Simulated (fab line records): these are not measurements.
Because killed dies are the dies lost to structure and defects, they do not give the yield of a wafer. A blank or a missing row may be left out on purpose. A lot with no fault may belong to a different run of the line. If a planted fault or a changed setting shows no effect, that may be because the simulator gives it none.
A struck lot beside a sound one + flow nand_harc + 18 steps out of a route of 1302
Sound: these wafers, L518.2, L518.4, L518.5. The struck wafers were L523.1, L523.4, L523.6. The cause comes at the end.
At each step with rows: each side's tool, then ch and its chambers, then its first start. Under that, the readings that differ: sound wafers + struck wafers + difference of the means + sigmas: that difference in standard deviations of wafers without a fault.
alike: readings whose means differ by less than 2 such deviations, and words and numbers that are the same on both sides. not compared: withheld readings, readings that some wafer has no value for, bounds like >300 that may hide the same value, and numbers for which the record gives no deviation and whose values overlap.
A row with sigmas, a row that says differs or no value, or rows on one side alone: a step with any of these is where the two part. Numbers that don't overlap but have no deviation are shown without sigmas and don't part them. A reading missing from all wafers of one side parts the sides only when that side holds two or more wafers.

first, 2 steps without rows for these wafers: NHARC_P_STI_SRD_39; NHARC_P_STI_OXIDE_40 (material SiO2, target thk 10 nm, ox time 1362 s).
NHARC_P_STI_INSPECT_25:
  sound on defect_inspect-01, day 4 11:18; struck on defect_inspect-01, day 6 09:23
| reading          | sound       | struck      | difference | sigmas |
|------------------|-------------|-------------|------------|--------|
| raw_defect_count | 109 129 159 | 321 275 247 | +149       | +2     |
then, 9 steps without rows for these wafers: NHARC_P_GATE_ETCH_69 (etches SiO2 in dHF, target depth 14 nm); NHARC_P_GATE_PRECLEAN_70 (cleans in SC1); NHARC_P_GATE_SRD_01; NHARC_P_GATE_OXIDE_02 (material SiO2, target thk 37.5 nm, ox time 365 s); NHARC_P_GATE_DEHYDRATE_03 (time 120 s); NHARC_P_GATE_HMDS_04 (time 30 s); NHARC_P_GATE_COAT_05; NHARC_P_GATE_SOFTBAKE_06 (time 95 s); NHARC_P_GATE_EBR_07.
NHARC_P_GATE_EXPOSE_08: exposes mask P HV.
  sound on krf_scanner-01 ch 0, day 4 19:38; struck on krf_scanner-02 ch 0, day 6 18:47
| reading              | sound                | struck                  | difference | sigmas |
|----------------------|----------------------|-------------------------|------------|--------|
| mask                 | P_HV#0 P_HV#0 P_HV#0 | P_PSD#0 P_PSD#0 P_PSD#0 | differs    |        |
| focus_offset_nm (nm) | 1.7 1.1 0.5          | -0.4 -0.3 0.2           | -1.3       | -2     |
then, 2 steps without rows for these wafers: NHARC_P_GATE_PEB_09 (peb time 85 s); NHARC_P_GATE_DEVELOP_10 (time 70 s).
NHARC_P_GATE_CD_MEAS_11: the cd target is 1640 nm.
  sound on cd_sem-03 ch 0, day 4 19:47; struck on cd_sem-02 ch 0, day 6 18:56
| reading    | sound                | struck | difference                    | sigmas |
|------------|----------------------|--------|-------------------------------|--------|
| cd_nm (nm) | 1637.9 1639.4 1638.7 | - - -  | no value on the struck wafers |        |
then, 1 step without rows for these wafers: NHARC_P_GATE_HARDBAKE_12 (time 80 s).
-- the record jumps here: 20 days lie between the struck wafers' starts before and after (it left off in module P_GATE and takes up again in module END, whose first step shown is number 1302 of the route) --
NHARC_END_SORT_01:
  sound on prober-02 ch 0, day 24 12:28; struck on prober-01 ch 0, day 26 18:53
| reading             | sound    | struck      | difference | sigmas      |
|---------------------|----------|-------------|------------|-------------|
| killed_at_periphery | 12 12 11 | 614 624 626 | +610       | +99 or more |
| killed_dies         | 69 79 98 | 677 677 677 | +595       | +30         |
  alike: killed_at_array, killed_at_other, killed_open, killed_short

WHERE THEY PART
Last at NHARC_END_SORT_01 as far as this record goes, first at NHARC_P_STI_INSPECT_25.

WHY: whatever the simulator had introduced
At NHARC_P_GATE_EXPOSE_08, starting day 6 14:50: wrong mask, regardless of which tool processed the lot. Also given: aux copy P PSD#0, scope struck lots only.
